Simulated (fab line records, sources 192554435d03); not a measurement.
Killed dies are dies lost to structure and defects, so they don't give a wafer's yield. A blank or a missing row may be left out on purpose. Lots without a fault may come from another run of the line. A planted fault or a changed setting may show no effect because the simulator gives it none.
fab line records | flow n5_finfet
record lots=7 wafers=39
route steps=1938 shown BEOL_M12@1639 BEOL_M15@1809
start_h: hours from the record's first day to the start of the lot's first wafer shown | wait_h: hours since the lot's step before | " the same as in the row above | L1.1+2: a row that stands for several wafers | - no value, or no start given | * or withheld: withheld | < > ~ a bound
route shown NAME@n: a module of which the file shows steps, and the number in the route of the first | usual: mean/standard deviation of fault-free wafers | same: alike in all rows | chamber/n: place in a boat | sites: the reading at each site | _std_site: their standard deviation | _edge_site: outer sites' mean less inner sites' | radius_mm: how far each site lies from the wafer's centre | mask NAME#n: copy n | behind: the tool/chamber that last shaped the wafer | hold: why the lot was held/for how many hours/how that ended | device: the transistor (n, p or np) that didn't switch | end of line: the same wafers' tests at the end of the route | a step without rows: its recipe alone | killed: dies lost to structure and defects at the first sort, not the wafer's yield | map: a wafer's dies, x killed, . not, _ none there
set.NAME: the setting as run; set.NAME@STEP: as run at that earlier step | model.NAME: the simulator's own value behind a step, which no gauge read
lots whose settings were changed on purpose; a table a step, a row a wafer
## steps
# step N5_BEOL_M12_TRENCH_ETCH_34
# recipe chemistry=C4F8/O2/Ar target=SiOC target_depth_a=3189.5 mask_material=SOC pressure_mtorr=30 source_w=3000 bias_w=700 Ar_flow_sccm=400 C4F8_flow_sccm=15 O2_flow_sccm=8 he_inner_torr=15 he_outer_torr=30 time_s=125.5 ion_energy_ev=250
# columns lot.wafer tool chamber start_h wait_h set.time_s model.etch.depth_nm
L076.1 rie_diel-02 1 241.32 0.0 187.4 480.9
L076.2 " 0 " " 125.5 324.6
L076.3 " 3 " " 125.5 327.8
L076.4 " 2 " " 187.4 491.8
L076.5 " 1 " " 187.4 484.8
L076.6 " 2 " " 125.5 331.2
L078.1 rie_diel-04 1 265.55 0.0 88.51 228.5
L078.2 " 3 " " 125.5 320.8
L078.3 " 2 " " 125.5 324
L078.4 " 2 " " 125.5 326.3
L078.5 " 1 " " 88.51 227.4
L078.6 " 3 " " 88.51 226.7
L086.3 rie_diel-04 2 331.48 0.0 125.5 328.5
L086.4 " 1 " " 125.5 322.9
L086.5 " 1 " " 125.5 321.8
L090.1 rie_diel-04 3 339.95 0.0 125.5 320.7
L090.2 " 0 " " 125.5 323.4
L090.3 " 2 " " 152.1 399.6
L090.4 " 1 " " 152.1 387.3
L090.5 " 2 " " 125.5 327.4
L090.6 " 3 " " 152.1 392.7
L093.1 rie_diel-02 0 361.95 0.0 125.5 321.9
L093.2 " 3 " " 182.9 482.1
L093.3 " 2 " " 182.9 477.9
L093.4 " 3 " " 125.5 328.7
L093.5 " 0 " " 182.9 468.6
L093.6 " 2 " " 125.5 324.2
L095.1+6 rie_diel-04 3,2 370.30 0.0 125.5 317.4
L095.2 " 0 " " 159.5 406.2
L095.3 " 2 " " 159.5 409.5
L095.4 " 1 " " 159.5 405.4
L095.5 " 3 " " 125.5 320.3
L097.1 rie_diel-02 1 394.33 0.0 125.5 327.2
L097.2 " 0 " " 125.5 318.8
L097.3 " 3 " " 168.6 443
L097.4 " 2 " " 125.5 322.9
L097.5 " 0 " " 168.6 429.7
L097.6 " 3 " " 168.6 441.6
# step N5_BEOL_M12_STRIP_70
# recipe chemistry=C4F8/O2/Ar resist=SiARC rf_frequency_hz=6e+07
# step N5_BEOL_M12_OCD_MEAS_35
# usual trench_depth_nm=323/4.3
# columns lot.wafer tool chamber start_h wait_h set.time_s@BEOL_M12_TRENCH_ETCH_34 trench_depth_nm
L076.1 ocd-02 - 241.47 0.0 187.4 481
L076.2 " - " " 125.5 324
L076.3 " - " " 125.5 328
L076.4 " - " " 187.4 492
L076.5 " - " " 187.4 485
L076.6 " - " " 125.5 331
L078.1 ocd-02 - 265.70 0.0 88.51 228
L078.2 " - " " 125.5 320
L078.3 " - " " 125.5 324
L078.4 " - " " 125.5 327
L078.5 " - " " 88.51 227
L078.6 " - " " 88.51 226
L086.3 ocd-01 - 331.63 0.0 125.5 329
L086.4 " - " " 125.5 323
L086.5 " - " " 125.5 321
L090.1 ocd-01 - 340.10 0.0 125.5 321
L090.2 " - " " 125.5 324
L090.3 " - " " 152.1 400
L090.4 " - " " 152.1 387
L090.5 " - " " 125.5 327
L090.6 " - " " 152.1 393
L093.1 ocd-01 - 362.11 0.0 125.5 322
L093.2 " - " " 182.9 482
L093.3 " - " " 182.9 478
L093.4 " - " " 125.5 329
L093.5 " - " " 182.9 469
L093.6 " - " " 125.5 324
L095.1 ocd-02 - 370.46 0.0 125.5 317
L095.2 " - " " 159.5 406
L095.3 " - " " 159.5 409
L095.4 " - " " 159.5 405
L095.5 " - " " 125.5 320
L095.6 " - " " 125.5 318
L097.1 ocd-02 - 394.49 0.0 125.5 327
L097.2 " - " " 125.5 319
L097.3 " - " " 168.6 443
L097.4 " - " " 125.5 323
L097.5 " - " " 168.6 429
L097.6 " - " " 168.6 442
# step N5_BEOL_M12_STRIP_37
# recipe chemistry=N2/H2 power_w=1000 temp_c=250 h2_frac=0.65 overash_fraction=0.3 pressure_mtorr=withheld n2_flow_sccm=1750 h2_flow_sccm=3250
# step N5_BEOL_M12_ETCH_38
# recipe chemistry=CF4/N2 target=SiCN target_depth_a=687 taper_deg=2 time_s=73.4 ion_energy_ev=150 mask_material=SiO2 pressure_mtorr=40 source_w=430 bias_w=70 Ar_flow_sccm=100 cf4_flow_sccm=60 n2_flow_sccm=60
# step N5_BEOL_M12_ECD_47
# recipe material=Cu target_thk_a=7200
# step N5_BEOL_M12_ANNEAL_48
# recipe temp_c=225 time_s=90 ambient=N2
# step N5_BEOL_M12_CMP_49
# recipe stop_on=SiOC t_overpolish_s=20.6 down_force_psi=1 platen_rpm=50 clearing_platen_down_force_psi=1.5 clearing_platen_rpm=50 post_cmp_clean=cu_alkaline target_thk_nm=320 clearing_platen_pad_velocity_m_s=0.99484 pad_velocity_m_s=0.99484
# columns lot.wafer tool chamber start_h wait_h set.time_s@BEOL_M12_TRENCH_ETCH_34 model.Cu_of_BEOL_M12_ECD_47.thk_nm
L076.2 cmp-02 2 242.71 0.2 125.5 324.8
L076.4 " 3 " " 187.4 490.6
L076.1 " 0 " " 187.4 481.2
L076.3 " 1 " " 125.5 328
L076.6 " 2 " " 125.5 330.4
L076.5 " 3 " " 187.4 485.6
L078.3 cmp-01 0 270.48 0.2 125.5 324.4
L078.4 " 1 " " 125.5 325.8
L078.1 " 2 " " 88.51 228
L078.2 " 3 " " 125.5 320.6
L078.5 " 0 " " 88.51 227.4
L078.6 " 1 " " 88.51 227
L086.4 cmp-01 0 333.05 0.2 125.5 325.2
L086.3 " 1 " " 125.5 329
L086.5 " 0 " " 125.5 322.6
L090.3 cmp-03 1 345.21 0.2 152.1 403.6
L090.1 " 2 " " 125.5 322.6
L090.4 " 3 " " 152.1 389.8
L090.2 " 0 " " 125.5 326
L090.6 " 1 " " 152.1 396.4
L090.5 " 2 " " 125.5 328.8
L093.1 cmp-01 1 366.27 0.3 125.5 324.4
L093.2 " 2 " " 182.9 484.2
L093.3 " 3 " " 182.9 480.2
L093.4 " 0 " " 125.5 331.4
L093.5 " 1 " " 182.9 470.8
L093.6 " 2 " " 125.5 327.8
L095.3 cmp-02 0 374.52 0.2 159.5 412.2
L095.4 " 1 " " 159.5 406.8
L095.1 " 2 " " 125.5 319.4
L095.2 " 3 " " 159.5 407
L095.6 " 0 " " 125.5 319.8
L095.5 " 1 " " 125.5 321.6
L097.4 cmp-02 0 398.52 0.1 125.5 324.6
L097.1 " 1 " " 125.5 328.6
L097.3 " 2 " " 168.6 445.8
L097.2 " 3 " " 125.5 319.8
L097.6 " 0 " " 168.6 443
L097.5 " 1 " " 168.6 431.4
# step N5_BEOL_M12_THK_MEAS_50
# recipe thk_meas_gauge=xrf reads=Cu_of_BEOL_M12_ECD_47
# usual M12_THK=325/4.8
# columns lot.wafer tool chamber start_h wait_h set.time_s@BEOL_M12_TRENCH_ETCH_34 M12_THK[nm]
L076.1 film_metro-01 - 243.01 - 187.4 476
L076.2 " - " " 125.5 323
L076.3 " - " " 125.5 325
L076.4 " - " " 187.4 487
L076.5 " - " " 187.4 481
L076.6 " - " " 125.5 329
L078.1 film_metro-01 - 270.77 - 88.51 229
L078.2 " - " " 125.5 321
L078.3 " - " " 125.5 326
L078.4 " - " " 125.5 327
L078.5 " - " " 88.51 230
L078.6 " - " " 88.51 229
L086.3 film_metro-02 - 333.31 - 125.5 329
L086.4 " - " " 125.5 324
L086.5 " - " " 125.5 323
L090.1 film_metro-01 - 345.50 - 125.5 326
L090.2 " - " " 125.5 329
L090.3 " - " " 152.1 406
L090.4 " - " " 152.1 395
L090.5 " - " " 125.5 332
L090.6 " - " " 152.1 400
L093.1 film_metro-01 - 366.56 - 125.5 320
L093.2 " - " " 182.9 480
L093.3 " - " " 182.9 474
L093.4 " - " " 125.5 328
L093.5 " - " " 182.9 468
L093.6 " - " " 125.5 324
L095.1 film_metro-01 - 374.81 - 125.5 320
L095.2 " - " " 159.5 408
L095.3 " - " " 159.5 414
L095.4 " - " " 159.5 410
L095.5 " - " " 125.5 324
L095.6 " - " " 125.5 321
L097.1 film_metro-02 - 398.82 - 125.5 328
L097.2 " - " " 125.5 320
L097.3 " - " " 168.6 448
L097.4 " - " " 125.5 325
L097.5 " - " " 168.6 433
L097.6 " - " " 168.6 445
# step N5_BEOL_M12_PRE_CLEAN_52
# recipe gas=NH3 time_s=15 temp_c=withheld rf_power_w=300
# step N5_BEOL_M12_DEP_53
# recipe material=SiCN target_thk_a=300 temp_c=withheld precursor=3MS/NH3 pressure_torr=3 rf_w=675 time_s=10.5
# step N5_BEOL_M12_RS_MEAS_54
# recipe thk_meas_gauge=four-point-probe reads=Cu_of_BEOL_M12_ECD_47+Ta_of_BEOL_M12_SPUTTER_44+TaN_of_BEOL_M12_SPUTTER_43
# usual M12_RS=0.0592/0.00083
# columns lot.wafer tool chamber start_h wait_h set.time_s@BEOL_M12_TRENCH_ETCH_34 M12_RS[ohm/sq]
L076.1 film_metro-02 - 243.13 0.0 187.4 0.0393
L076.2 " - " " 125.5 0.0591
L076.3 " - " " 125.5 0.0584
L076.4 " - " " 187.4 0.0386
L076.5 " - " " 187.4 0.0389
L076.6 " - " " 125.5 0.0582
L078.1 film_metro-01 - 270.90 0.0 88.51 0.0857
L078.2 " - " " 125.5 0.0599
L078.3 " - " " 125.5 0.0589
L078.4 " - " " 125.5 0.0588
L078.5 " - " " 88.51 0.0859
L078.6 " - " " 88.51 0.0860
L086.3 film_metro-01 - 333.43 0.0 125.5 0.0583
L086.4 " - " " 125.5 0.0590
L086.5 " - " " 125.5 0.0594
L090.1 film_metro-01 - 345.63 0.0 125.5 0.0594
L090.2 " - " " 125.5 0.0589
L090.3 " - " " 152.1 0.0472
L090.4 " - " " 152.1 0.0487
L090.5 " - " " 125.5 0.0582
L090.6 " - " " 152.1 0.0479
L093.1 film_metro-01 - 366.69 0.0 125.5 0.0591
L093.2 " - " " 182.9 0.0391
L093.3 " - " " 182.9 0.0394
L093.4 " - " " 125.5 0.0578
L093.5 " - " " 182.9 0.0402
L093.6 " - " " 125.5 0.0585
L095.1 film_metro-01 - 374.93 0.0 125.5 0.0602
L095.2 " - " " 159.5 0.0467
L095.3 " - " " 159.5 0.0461
L095.4 " - " " 159.5 0.0467
L095.5 " - " " 125.5 0.0595
L095.6 " - " " 125.5 0.0600
L097.1 film_metro-02 - 398.97 0.1 125.5 0.0583
L097.2 " - " " 125.5 0.0602
L097.3 " - " " 168.6 0.0425
L097.4 " - " " 125.5 0.0592
L097.5 " - " " 168.6 0.0440
L097.6 " - " " 168.6 0.0428
# step N5_BEOL_M15_TRENCH_ETCH_34
# recipe chemistry=C4F8/O2/Ar target=SiO2 target_depth_a=8729.3 he_inner_torr=15 he_outer_torr=30 time_s=199 ion_energy_ev=800 pressure_mtorr=20 source_w=1905 bias_w=2040 Ar_flow_sccm=400 C4F8_flow_sccm=16 O2_flow_sccm=12
# columns lot.wafer tool chamber start_h wait_h set.time_s model.etch.depth_nm model.coat_of_BEOL_M15_COAT_22.thk_nm
L076.1 rie_diel-05 1 257.03 0.0 199 868.3 543.8
L076.2 " 3 " " 199 862.7 541.2
L076.3 " 2 " " 281.8 1223 472
L076.4 " 0 " " 281.8 1217 474.2
L076.5 " 1 " " 199 873.8 543.8
L076.6 " 2 " " 281.8 1209 476.6
L078.1 rie_diel-05 3 287.28 0.0 199 863.4 548.4
L078.2 " 2 " " 199 858.7 551.6
L078.3 " 1 " " 199 877.7 548.4
L078.4 " 0 " " 199 861.9 550.2
L078.5 " 2 " " 199 861.9 551.8
L078.6 " 3 " " 199 862.5 548.6
L086.3 rie_diel-05 2 351.41 0.0 199 850.1 552.8
L086.4 " 1 " " 199 870.6 546.6
L086.5 " 2 " " 199 848.6 553.2
L090.1 rie_diel-01 1 359.43 0.0 234.8 999.2 519.6
L090.2 " 0 " " 234.8 1047 512
L090.3 " 3 " " 199 881.6 537.6
L090.4 " 2 " " 199 837.3 553.4
L090.5 " 3 " " 199 888.7 537.8
L090.6 " 2 " " 234.8 988.2 526.4
L093.1 rie_diel-05 0 381.98 0.0 161 688.7 582
L093.2 " 3 " " 161 686.4 584.6
L093.3 " 2 " " 161 688.8 586.4
L093.4 " 1 " " 199 851.6 555.2
L093.5 " 0 " " 199 855.4 550.4
L093.6 " 1 " " 199 858.2 552.4
L095.1 rie_diel-06 2 393.25 0.0 136.3 610.9 594
L095.2 " 0 " " 136.3 593.5 601
L095.3 " 3 " " 199 855.9 547.2
L095.4 " 1 " " 199 875.4 543
L095.5 " 2 " " 136.3 618.3 595
L095.6 " 3 " " 199 858.1 548.4
L097.1 rie_diel-01 3 413.96 0.0 199 898.3 534.4
L097.2 " 1 " " 199 861.3 545.6
L097.3 " 2 " " 199 835.1 557.8
L097.4 " 0 " " 199 887.8 542.4
L097.5 " 1 " " 199 860.8 547
L097.6 " 0 " " 199 891 539
# step N5_BEOL_M15_STRIP_36
# recipe chemistry=O2 power_w=600 temp_c=60 pressure_mtorr=30 rf_frequency_hz=6e+07 bias_power_w=0 overash_fraction=0.3 o2_flow_sccm=225
# step N5_BEOL_M15_ECD_47
# recipe material=Cu target_thk_a=18600
# step N5_BEOL_M15_ANNEAL_48
# recipe temp_c=225 time_s=90 ambient=N2
# step N5_BEOL_M15_CMP_49
# recipe stop_on=SiO2 t_overpolish_s=4.9 down_force_psi=2 platen_rpm=80 clearing_platen_down_force_psi=2 clearing_platen_rpm=80 post_cmp_clean=cu_alkaline target_thk_nm=850 clearing_platen_pad_velocity_m_s=1.5917 pad_velocity_m_s=1.5917
# columns lot.wafer tool chamber start_h wait_h set.time_s@BEOL_M15_TRENCH_ETCH_34 model.Cu_of_BEOL_M15_ECD_47.thk_nm
L076.3 cmp-04 2 261.80 0.2 281.8 1198
L076.4 " 3 " " 281.8 1194
L076.1 " 0 " " 199 845.8
L076.2 " 1 " " 199 838.2
L076.5 " 2 " " 199 850
L076.6 " 3 " " 281.8 1185
L078.1 cmp-03 1 289.66 0.3 199 841.6
L078.4 " 2 " " 199 837.8
L078.2 " 3 " " 199 836
L078.3 " 0 " " 199 855.6
L078.5 " 1 " " 199 839.8
L078.6 " 2 " " 199 839.6
L086.3 cmp-02 2 357.51 0.2 199 827.6
L086.4 " 3 " " 199 847.4
L086.5 " 3 " " 199 825.2
L090.3 cmp-02 0 365.17 0.2 199 858.6
L090.1 " 1 " " 234.8 975.4
L090.4 " 2 " " 199 814
L090.2 " 3 " " 234.8 1024
L090.6 " 0 " " 234.8 966.2
L090.5 " 1 " " 199 864.4
L093.1 cmp-04 3 385.07 0.3 161 665.8
L093.3 " 0 " " 161 666.4
L093.4 " 1 " " 199 828
L093.2 " 2 " " 161 661.6
L093.6 " 3 " " 199 834.2
L093.5 " 0 " " 199 832.8
L095.2 cmp-04 0 394.89 0.2 136.3 572.4
L095.4 " 1 " " 199 852.8
L095.1 " 2 " " 136.3 588
L095.3 " 3 " " 199 833.8
L095.6 " 0 " " 199 837.8
L095.5 " 1 " " 136.3 595.4
L097.4 cmp-02 2 418.34 0.1 199 864.6
L097.1 " 3 " " 199 875
L097.2 " 0 " " 199 837.2
L097.3 " 1 " " 199 809.8
L097.5 " 2 " " 199 839
L097.6 " 3 " " 199 866.8
# step N5_BEOL_M15_THK_MEAS_50
# recipe thk_meas_gauge=xrf reads=Cu_of_BEOL_M15_ECD_47
# usual M15_THK=841/19
# columns lot.wafer tool chamber start_h wait_h set.time_s@BEOL_M15_TRENCH_ETCH_34 M15_THK[nm]
L076.1 film_metro-02 - 262.10 - 199 844
L076.2 " - " " 199 830
L076.3 " - " " 281.8 1193
L076.4 " - " " 281.8 1178
L076.5 " - " " 199 847
L076.6 " - " " 281.8 1179
L078.1 film_metro-01 - 289.96 - 199 834
L078.2 " - " " 199 827
L078.3 " - " " 199 843
L078.4 " - " " 199 833
L078.5 " - " " 199 833
L078.6 " - " " 199 837
L086.3 film_metro-01 - 357.81 - 199 825
L086.4 " - " " 199 847
L086.5 " - " " 199 828
L090.1 film_metro-01 - 365.46 - 234.8 969
L090.2 " - " " 234.8 1021
L090.3 " - " " 199 854
L090.4 " - " " 199 810
L090.5 " - " " 199 864
L090.6 " - " " 234.8 967
L093.1 film_metro-01 - 385.37 - 161 662
L093.2 " - " " 161 659
L093.3 " - " " 161 664
L093.4 " - " " 199 822
L093.5 " - " " 199 828
L093.6 " - " " 199 830
L095.1 film_metro-02 - 395.19 - 136.3 583
L095.2 " - " " 136.3 568
L095.3 " - " " 199 829
L095.4 " - " " 199 846
L095.5 " - " " 136.3 590
L095.6 " - " " 199 828
L097.1 film_metro-02 - 418.63 - 199 867
L097.2 " - " " 199 825
L097.3 " - " " 199 797
L097.4 " - " " 199 853
L097.5 " - " " 199 832
L097.6 " - " " 199 858
# step N5_BEOL_M15_PRE_CLEAN_52
# recipe gas=NH3 time_s=15 temp_c=withheld rf_power_w=300
# step N5_BEOL_M15_DEP_53
# recipe material=SiCN target_thk_a=500 temp_c=withheld precursor=3MS/NH3 pressure_torr=3 rf_w=675 time_s=17.8
# step N5_BEOL_M15_RS_MEAS_54
# recipe thk_meas_gauge=four-point-probe reads=Cu_of_BEOL_M15_ECD_47+Ta_of_BEOL_M15_SPUTTER_44+TaN_of_BEOL_M15_SPUTTER_43
# usual M15_RS=0.0216/0.00048
# columns lot.wafer tool chamber start_h wait_h set.time_s@BEOL_M15_TRENCH_ETCH_34 M15_RS[ohm/sq]
L076.1 film_metro-01 - 262.23 0.0 199 0.0217
L076.2 " - " " 199 0.0219
L076.3 " - " " 281.8 0.0152
L076.4 " - " " 281.8 0.0153
L076.5 " - " " 199 0.0215
L076.6 " - " " 281.8 0.0154
L078.1 film_metro-02 - 290.09 0.0 199 0.0218
L078.2 " - " " 199 0.0219
L078.3 " - " " 199 0.0214
L078.4 " - " " 199 0.0219
L078.5 " - " " 199 0.0219
L078.6 " - " " 199 0.0218
L086.3 film_metro-01 - 357.94 0.1 199 0.0221
L086.4 " - " " 199 0.0217
L086.5 " - " " 199 0.0222
L090.1 film_metro-01 - 365.59 0.0 234.8 0.0187
L090.2 " - " " 234.8 0.0178
L090.3 " - " " 199 0.0213
L090.4 " - " " 199 0.0226
L090.5 " - " " 199 0.0212
L090.6 " - " " 234.8 0.0189
L093.1 film_metro-02 - 385.50 0.0 161 0.0277
L093.2 " - " " 161 0.0278
L093.3 " - " " 161 0.0276
L093.4 " - " " 199 0.0221
L093.5 " - " " 199 0.0221
L093.6 " - " " 199 0.0220
L095.1 film_metro-01 - 395.31 0.0 136.3 0.0314
L095.2 " - " " 136.3 0.0322
L095.3 " - " " 199 0.0220
L095.4 " - " " 199 0.0215
L095.5 " - " " 136.3 0.0310
L095.6 " - " " 199 0.0219
L097.1 film_metro-02 - 418.76 0.0 199 0.0209
L097.2 " - " " 199 0.0219
L097.3 " - " " 199 0.0227
L097.4 " - " " 199 0.0212
L097.5 " - " " 199 0.0219
L097.6 " - " " 199 0.0211
## key
split step=N5_BEOL_M12_TRENCH_ETCH_34 setting=time_s stated=125.5 by=wafer
response step=N5_BEOL_M12_TRENCH_ETCH_34 reading=model.etch.depth_nm change=+3.27 per=1% r=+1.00
response step=N5_BEOL_M12_OCD_MEAS_35 reading=trench_depth_nm change=+3.27 per=1% r=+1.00
response step=N5_BEOL_M12_CMP_49 reading=model.Cu_of_BEOL_M12_ECD_47.thk_nm change=+3.27 per=1% r=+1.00
response step=N5_BEOL_M12_THK_MEAS_50 reading=M12_THK change=+3.27 per=1% r=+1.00
response step=N5_BEOL_M12_RS_MEAS_54 reading=M12_RS shape=bent at_lowest=0.0858 at_stated=0.0590 at_highest=0.0390
split step=N5_BEOL_M15_TRENCH_ETCH_34 setting=time_s stated=199 by=wafer
response step=N5_BEOL_M15_TRENCH_ETCH_34 reading=model.etch.depth_nm change=+8.29 per=1% r=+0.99
response step=N5_BEOL_M15_TRENCH_ETCH_34 reading=model.coat_of_BEOL_M15_COAT_22.thk_nm change=-1.6 per=1% r=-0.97
response step=N5_BEOL_M15_CMP_49 reading=model.Cu_of_BEOL_M15_ECD_47.thk_nm change=+8.29 per=1% r=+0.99
response step=N5_BEOL_M15_THK_MEAS_50 reading=M15_THK change=+8.2 per=1% r=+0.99
response step=N5_BEOL_M15_RS_MEAS_54 reading=M15_RS change=-0.000216 per=1% r=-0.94
